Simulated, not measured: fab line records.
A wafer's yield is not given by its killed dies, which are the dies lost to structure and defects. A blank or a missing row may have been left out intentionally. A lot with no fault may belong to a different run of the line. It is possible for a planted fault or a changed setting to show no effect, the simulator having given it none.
What tool caused it? || flow nand harc || 12 lots with 36 wafers sampled at 5 steps, on a route of 1302 steps

WHAT THE GAUGES READ, wafer by wafer
NHARC_END_SORT_01. Usual: killed at array 53, standard deviation 18; killed at other 0.8, standard deviation 1.1; killed at periphery 4.1, standard deviation 2.7; killed dies 58, standard deviation 18; killed open 3.1, standard deviation 1.7; killed short 2.7, standard deviation 1.7.
{"lot": "L136", "measured": "day 26 00:02", "on": "prober-02", "killed at array": "59 65 62", "killed at other": "0 1 0", "killed at periphery": "9 6 2", "killed dies": "68 72 64", "killed open": "0 2 1", "killed short": "6 4 4", "flag": ""}
{"lot": "L137", "measured": "day 26 07:50", "on": "prober-01", "killed at array": "40 69 39", "killed at other": "0 1 2", "killed at periphery": "11 11 5", "killed dies": "51 81 46", "killed open": "4 1 2", "killed short": "3 0 1", "flag": ""}
{"lot": "L138", "measured": "day 26 18:13", "on": "prober-02", "killed at array": "40 46 41", "killed at other": "0 0 0", "killed at periphery": "3 2 3", "killed dies": "43 48 44", "killed open": "3 3 4", "killed short": "1 0 4", "flag": ""}
{"lot": "L143", "measured": "day 28 19:38", "on": "prober-02", "killed at array": "671 673 675", "killed at other": "1 1 1", "killed at periphery": "5 3 1", "killed dies": "677 677 677", "killed open": "5 3 1", "killed short": "5 5 2", "flag": "OFF"}
{"lot": "L145", "measured": "day 28 22:02", "on": "prober-01", "killed at array": "673 673 674", "killed at other": "0 0 0", "killed at periphery": "4 4 3", "killed dies": "677 677 677", "killed open": "3 5 4", "killed short": "1 2 2", "flag": "OFF"}
{"lot": "L153", "measured": "day 33 02:47", "on": "prober-01", "killed at array": "50 65 60", "killed at other": "0 1 0", "killed at periphery": "4 6 4", "killed dies": "54 72 64", "killed open": "0 2 3", "killed short": "1 3 1", "flag": ""}

WHAT TOOL EACH LOT RAN ON (gives the tool, then ch and the chambers of the sampled wafers, and finally the start)
{"lot": "L136", "NHARC_A_CONTACT_DESCUM_74": "rie diel-12 ch 0,1,3, day 22 15:04", "NHARC_A_CONTACT_ETCH_124": "har cap etch-01 ch 0, day 22 16:38", "NHARC_A_CONTACT_ETCH_125": "har cap etch-01 ch 0, day 22 16:50", "NHARC_A_CONTACT_ETCH_126": "har cap etch-01 ch 0, day 22 17:01"}
{"lot": "L134", "NHARC_A_CONTACT_DESCUM_74": "rie diel-12 ch 0,1,2, day 22 16:28", "NHARC_A_CONTACT_ETCH_124": "har cap etch-03 ch 0,1, day 22 18:08", "NHARC_A_CONTACT_ETCH_125": "har cap etch-03 ch 0,1, day 22 18:20", "NHARC_A_CONTACT_ETCH_126": "har cap etch-03 ch 0,1, day 22 18:31"}
{"lot": "L137", "NHARC_A_CONTACT_DESCUM_74": "rie diel-12 ch 0,1, day 23 13:13", "NHARC_A_CONTACT_ETCH_124": "har cap etch-03 ch 0,1, day 23 14:45", "NHARC_A_CONTACT_ETCH_125": "har cap etch-03 ch 0,1, day 23 14:57", "NHARC_A_CONTACT_ETCH_126": "har cap etch-03 ch 0,1, day 23 15:08"}
{"lot": "L138", "NHARC_A_CONTACT_DESCUM_74": "rie diel-12 ch 0,2,3, day 24 04:43", "NHARC_A_CONTACT_ETCH_124": "har cap etch-03 ch 0,1, day 24 06:15", "NHARC_A_CONTACT_ETCH_125": "har cap etch-03 ch 0,1, day 24 06:27", "NHARC_A_CONTACT_ETCH_126": "har cap etch-03 ch 0,1, day 24 06:38"}
{"lot": "L143", "NHARC_A_CONTACT_DESCUM_74": "rie diel-12 ch 0,1,2, day 26 09:18", "NHARC_A_CONTACT_ETCH_124": "har cap etch-03 ch 0,1, day 26 10:50", "NHARC_A_CONTACT_ETCH_125": "har cap etch-03 ch 0,1, day 26 11:02", "NHARC_A_CONTACT_ETCH_126": "har cap etch-03 ch 0,1, day 26 11:12"}
{"lot": "L145", "NHARC_A_CONTACT_DESCUM_74": "rie diel-10 ch 2,3, day 26 10:37", "NHARC_A_CONTACT_ETCH_124": "har cap etch-02 ch 0,1, day 26 12:15", "NHARC_A_CONTACT_ETCH_125": "har cap etch-02 ch 0,1, day 26 12:26", "NHARC_A_CONTACT_ETCH_126": "har cap etch-02 ch 0,1, day 26 12:37"}
{"lot": "L151", "NHARC_A_CONTACT_DESCUM_74": "rie diel-12 ch 0,3, day 29 21:43", "NHARC_A_CONTACT_ETCH_124": "har cap etch-02 ch 0,1, day 29 23:19", "NHARC_A_CONTACT_ETCH_125": "har cap etch-02 ch 0,1, day 29 23:30", "NHARC_A_CONTACT_ETCH_126": "har cap etch-02 ch 0,1, day 29 23:41"}
{"lot": "L152", "NHARC_A_CONTACT_DESCUM_74": "rie diel-13 ch 1,2, day 29 22:11", "NHARC_A_CONTACT_ETCH_124": "har cap etch-01 ch 0,1, day 29 23:47", "NHARC_A_CONTACT_ETCH_125": "har cap etch-01 ch 0,1, day 29 23:59", "NHARC_A_CONTACT_ETCH_126": "har cap etch-01 ch 0,1, day 30 00:10"}
{"lot": "L154", "NHARC_A_CONTACT_DESCUM_74": "rie diel-12 ch 0,1,2, day 30 12:50", "NHARC_A_CONTACT_ETCH_124": "har cap etch-02 ch 0,1, day 30 14:23", "NHARC_A_CONTACT_ETCH_125": "har cap etch-02 ch 0,1, day 30 14:35", "NHARC_A_CONTACT_ETCH_126": "har cap etch-02 ch 0,1, day 30 14:46"}
{"lot": "L153", "NHARC_A_CONTACT_DESCUM_74": "rie diel-13 ch 0,2,3, day 30 13:57", "NHARC_A_CONTACT_ETCH_124": "har cap etch-01 ch 0,1, day 30 15:32", "NHARC_A_CONTACT_ETCH_125": "har cap etch-01 ch 0,1, day 30 15:43", "NHARC_A_CONTACT_ETCH_126": "har cap etch-01 ch 0,1, day 30 15:54"}
{"lot": "L156", "NHARC_A_CONTACT_DESCUM_74": "rie diel-12 ch 0,1, day 31 18:43", "NHARC_A_CONTACT_ETCH_124": "har cap etch-01 ch 0,1, day 31 20:15", "NHARC_A_CONTACT_ETCH_125": "har cap etch-01 ch 0,1, day 31 20:31", "NHARC_A_CONTACT_ETCH_126": "har cap etch-01 ch 0,1, day 31 20:45"}
{"lot": "L155", "NHARC_A_CONTACT_DESCUM_74": "rie diel-12 ch 0,2,3, day 31 20:19", "NHARC_A_CONTACT_ETCH_124": "har cap etch-03 ch 0,1, day 31 21:51", "NHARC_A_CONTACT_ETCH_125": "har cap etch-03 ch 0,1, day 31 22:03", "NHARC_A_CONTACT_ETCH_126": "har cap etch-03 ch 0,1, day 31 22:14"}
- NHARC_A_CONTACT_DESCUM_74: chemistry O2, time 3 s.
- NHARC_A_CONTACT_ETCH_124: etches the open film in C4F8/O2/Ar, time 140 s, target depth 700 nm.
- NHARC_A_CONTACT_ETCH_125: etches the open film in C4F8/O2/Ar, time 197 s, target depth 1918 nm.
- NHARC_A_CONTACT_ETCH_126: etches the open film in C4F8/O2/Ar, time 197 s, target depth 1918 nm.

AS READ BY THE TOOLS THEMSELVES (means over the sampled wafers that have a number; for cases with no such wafer, the mark the record gives instead)
NHARC_A_CONTACT_DESCUM_74. Usual: drypump motor current A 5.8 A, standard deviation 0.45; oes product au 1.002 a.u., standard deviation 0.0088; rf vpp V 57.7 V, standard deviation 0.96; showerhead plenum p Torr 1.88 Torr, standard deviation 0.092; throttle valve pct 11.311 %, standard deviation 0.0087.
{"lot": "L136", "tool": "rie diel-12", "drypump motor current A (A)": 6.1, "oes product au (a.u.)": 0.995, "rf vpp V (V)": 57.5, "showerhead plenum p Torr (Torr)": 1.83, "throttle valve pct (%)": 11.318, "flag": ""}
{"lot": "L134", "tool": "rie diel-12", "drypump motor current A (A)": 5.7, "oes product au (a.u.)": 1.004, "rf vpp V (V)": 58.2, "showerhead plenum p Torr (Torr)": 1.84, "throttle valve pct (%)": 11.316, "flag": ""}
{"lot": "L137", "tool": "rie diel-12", "drypump motor current A (A)": 5.9, "oes product au (a.u.)": 1.007, "rf vpp V (V)": 57.7, "showerhead plenum p Torr (Torr)": 1.79, "throttle valve pct (%)": 11.317, "flag": ""}
{"lot": "L138", "tool": "rie diel-12", "drypump motor current A (A)": 5.7, "oes product au (a.u.)": 1.002, "rf vpp V (V)": 58.0, "showerhead plenum p Torr (Torr)": 1.85, "throttle valve pct (%)": 11.312, "flag": ""}
{"lot": "L143", "tool": "rie diel-12", "drypump motor current A (A)": 5.7, "oes product au (a.u.)": 1.002, "rf vpp V (V)": 57.2, "showerhead plenum p Torr (Torr)": 1.83, "throttle valve pct (%)": 11.311, "flag": ""}
{"lot": "L145", "tool": "rie diel-10", "drypump motor current A (A)": 5.8, "oes product au (a.u.)": 0.995, "rf vpp V (V)": 57.7, "showerhead plenum p Torr (Torr)": 1.90, "throttle valve pct (%)": 11.309, "flag": ""}
{"lot": "L151", "tool": "rie diel-12", "drypump motor current A (A)": 5.9, "oes product au (a.u.)": 1.005, "rf vpp V (V)": 58.7, "showerhead plenum p Torr (Torr)": 2.01, "throttle valve pct (%)": 11.307, "flag": ""}
{"lot": "L152", "tool": "rie diel-13", "drypump motor current A (A)": 5.8, "oes product au (a.u.)": 0.997, "rf vpp V (V)": 57.9, "showerhead plenum p Torr (Torr)": 1.87, "throttle valve pct (%)": 11.311, "flag": ""}
{"lot": "L154", "tool": "rie diel-12", "drypump motor current A (A)": 5.7, "oes product au (a.u.)": 1.004, "rf vpp V (V)": 58.2, "showerhead plenum p Torr (Torr)": 1.93, "throttle valve pct (%)": 11.303, "flag": ""}
{"lot": "L153", "tool": "rie diel-13", "drypump motor current A (A)": 5.8, "oes product au (a.u.)": 0.990, "rf vpp V (V)": 57.8, "showerhead plenum p Torr (Torr)": 1.91, "throttle valve pct (%)": 11.309, "flag": ""}
{"lot": "L156", "tool": "rie diel-12", "drypump motor current A (A)": 5.9, "oes product au (a.u.)": 1.009, "rf vpp V (V)": 58.4, "showerhead plenum p Torr (Torr)": 1.99, "throttle valve pct (%)": 11.315, "flag": ""}
{"lot": "L155", "tool": "rie diel-12", "drypump motor current A (A)": 5.7, "oes product au (a.u.)": 1.006, "rf vpp V (V)": 57.8, "showerhead plenum p Torr (Torr)": 1.95, "throttle valve pct (%)": 11.310, "flag": ""}

NHARC_A_CONTACT_ETCH_124. Usual: chamber pressure mTorr 20.000 mTorr, standard deviation 0.021; oes air line au 1.003 a.u., standard deviation 0.023.
{"lot": "L136", "tool": "har cap etch-01", "chamber pressure mTorr (mTorr)": 19.993, "oes air line au (a.u.)": 1.027, "flag": ""}
{"lot": "L134", "tool": "har cap etch-03", "chamber pressure mTorr (mTorr)": 19.996, "oes air line au (a.u.)": 1.021, "flag": ""}
{"lot": "L137", "tool": "har cap etch-03", "chamber pressure mTorr (mTorr)": 20.011, "oes air line au (a.u.)": 0.982, "flag": ""}
{"lot": "L138", "tool": "har cap etch-03", "chamber pressure mTorr (mTorr)": 19.981, "oes air line au (a.u.)": 1.025, "flag": ""}
{"lot": "L143", "tool": "har cap etch-03", "chamber pressure mTorr (mTorr)": 20.016, "oes air line au (a.u.)": 1.013, "flag": ""}
{"lot": "L145", "tool": "har cap etch-02", "chamber pressure mTorr (mTorr)": 19.990, "oes air line au (a.u.)": 0.985, "flag": ""}
{"lot": "L151", "tool": "har cap etch-02", "chamber pressure mTorr (mTorr)": 19.991, "oes air line au (a.u.)": 0.988, "flag": ""}
{"lot": "L152", "tool": "har cap etch-01", "chamber pressure mTorr (mTorr)": 20.000, "oes air line au (a.u.)": 1.007, "flag": ""}
{"lot": "L154", "tool": "har cap etch-02", "chamber pressure mTorr (mTorr)": 19.999, "oes air line au (a.u.)": 0.986, "flag": ""}
{"lot": "L153", "tool": "har cap etch-01", "chamber pressure mTorr (mTorr)": 19.988, "oes air line au (a.u.)": 1.016, "flag": ""}
{"lot": "L156", "tool": "har cap etch-01", "chamber pressure mTorr (mTorr)": 19.991, "oes air line au (a.u.)": 1.018, "flag": ""}
{"lot": "L155", "tool": "har cap etch-03", "chamber pressure mTorr (mTorr)": 19.987, "oes air line au (a.u.)": 1.003, "flag": ""}

NHARC_A_CONTACT_ETCH_125. Usual: chamber pressure mTorr 19.998 mTorr, standard deviation 0.019; oes air line au 1.005 a.u., standard deviation 0.023.
{"lot": "L136", "tool": "har cap etch-01", "chamber pressure mTorr (mTorr)": 20.012, "oes air line au (a.u.)": 0.978, "flag": ""}
{"lot": "L134", "tool": "har cap etch-03", "chamber pressure mTorr (mTorr)": 19.985, "oes air line au (a.u.)": 1.006, "flag": ""}
{"lot": "L137", "tool": "har cap etch-03", "chamber pressure mTorr (mTorr)": 19.995, "oes air line au (a.u.)": 1.029, "flag": ""}
{"lot": "L138", "tool": "har cap etch-03", "chamber pressure mTorr (mTorr)": 19.991, "oes air line au (a.u.)": 1.024, "flag": ""}
{"lot": "L143", "tool": "har cap etch-03", "chamber pressure mTorr (mTorr)": 20.009, "oes air line au (a.u.)": 1.004, "flag": ""}
{"lot": "L145", "tool": "har cap etch-02", "chamber pressure mTorr (mTorr)": 19.987, "oes air line au (a.u.)": 1.034, "flag": ""}
{"lot": "L151", "tool": "har cap etch-02", "chamber pressure mTorr (mTorr)": 19.988, "oes air line au (a.u.)": 0.998, "flag": ""}
{"lot": "L152", "tool": "har cap etch-01", "chamber pressure mTorr (mTorr)": 19.991, "oes air line au (a.u.)": 0.984, "flag": ""}
{"lot": "L154", "tool": "har cap etch-02", "chamber pressure mTorr (mTorr)": 20.005, "oes air line au (a.u.)": 1.010, "flag": ""}
{"lot": "L153", "tool": "har cap etch-01", "chamber pressure mTorr (mTorr)": 19.996, "oes air line au (a.u.)": 0.997, "flag": ""}
{"lot": "L156", "tool": "har cap etch-01", "chamber pressure mTorr (mTorr)": 20.008, "oes air line au (a.u.)": 1.003, "flag": ""}
{"lot": "L155", "tool": "har cap etch-03", "chamber pressure mTorr (mTorr)": 19.998, "oes air line au (a.u.)": 0.987, "flag": ""}

NHARC_A_CONTACT_ETCH_126. Usual: chamber pressure mTorr 19.999 mTorr, standard deviation 0.019; oes air line au 0.998 a.u., standard deviation 0.019.
{"lot": "L136", "tool": "har cap etch-01", "chamber pressure mTorr (mTorr)": 20.018, "oes air line au (a.u.)": 0.990, "flag": ""}
{"lot": "L134", "tool": "har cap etch-03", "chamber pressure mTorr (mTorr)": 19.997, "oes air line au (a.u.)": 1.009, "flag": ""}
{"lot": "L137", "tool": "har cap etch-03", "chamber pressure mTorr (mTorr)": 19.983, "oes air line au (a.u.)": 1.010, "flag": ""}
{"lot": "L138", "tool": "har cap etch-03", "chamber pressure mTorr (mTorr)": 20.009, "oes air line au (a.u.)": 1.002, "flag": ""}
{"lot": "L143", "tool": "har cap etch-03", "chamber pressure mTorr (mTorr)": "-", "oes air line au (a.u.)": "-", "flag": "OFF"}
{"lot": "L145", "tool": "har cap etch-02", "chamber pressure mTorr (mTorr)": "-", "oes air line au (a.u.)": "-", "flag": "OFF"}
{"lot": "L151", "tool": "har cap etch-02", "chamber pressure mTorr (mTorr)": 19.985, "oes air line au (a.u.)": 0.993, "flag": ""}
{"lot": "L152", "tool": "har cap etch-01", "chamber pressure mTorr (mTorr)": 20.006, "oes air line au (a.u.)": 1.010, "flag": ""}
{"lot": "L154", "tool": "har cap etch-02", "chamber pressure mTorr (mTorr)": 19.988, "oes air line au (a.u.)": 0.995, "flag": ""}
{"lot": "L153", "tool": "har cap etch-01", "chamber pressure mTorr (mTorr)": 19.986, "oes air line au (a.u.)": 0.995, "flag": ""}
{"lot": "L156", "tool": "har cap etch-01", "chamber pressure mTorr (mTorr)": 19.997, "oes air line au (a.u.)": 0.997, "flag": ""}
{"lot": "L155", "tool": "har cap etch-03", "chamber pressure mTorr (mTorr)": 19.980, "oes air line au (a.u.)": 1.005, "flag": ""}

THE ANSWER, worked out from the rows above alone
Rule: a lot counts as off when the mean over its wafers that have a number is more than 3 standard deviations away from the usual mean. A lot without any number at a reading at which 4 lots or more have one is off too. Any other lot the step has rows for is counted as sound. After the gauges, taken in route order, come the tools' own readings; for these a lot's mean is taken, as printed above. At the first step where some lot is off, the reading lying furthest off is the one used; lots without a number count as furthest.
Off at NHARC_END_SORT_01 (killed at array): L143, L145. Neither off nor sound, because the step has no rows for them: L134, L151, L152, L154, L156, L155.
A tool fits if, at a process step before that reading, it ran every lot that is off, and no sound lot after the first of them. The gauges at NHARC_END_SORT_01 aren't tried: what is off there is off at NHARC_A_CONTACT_ETCH_126 too, on other tools, and a gauge's error can't cause that. Of those tried, none fits.

WHAT HAD BEEN PUT IN BY THE SIMULATOR
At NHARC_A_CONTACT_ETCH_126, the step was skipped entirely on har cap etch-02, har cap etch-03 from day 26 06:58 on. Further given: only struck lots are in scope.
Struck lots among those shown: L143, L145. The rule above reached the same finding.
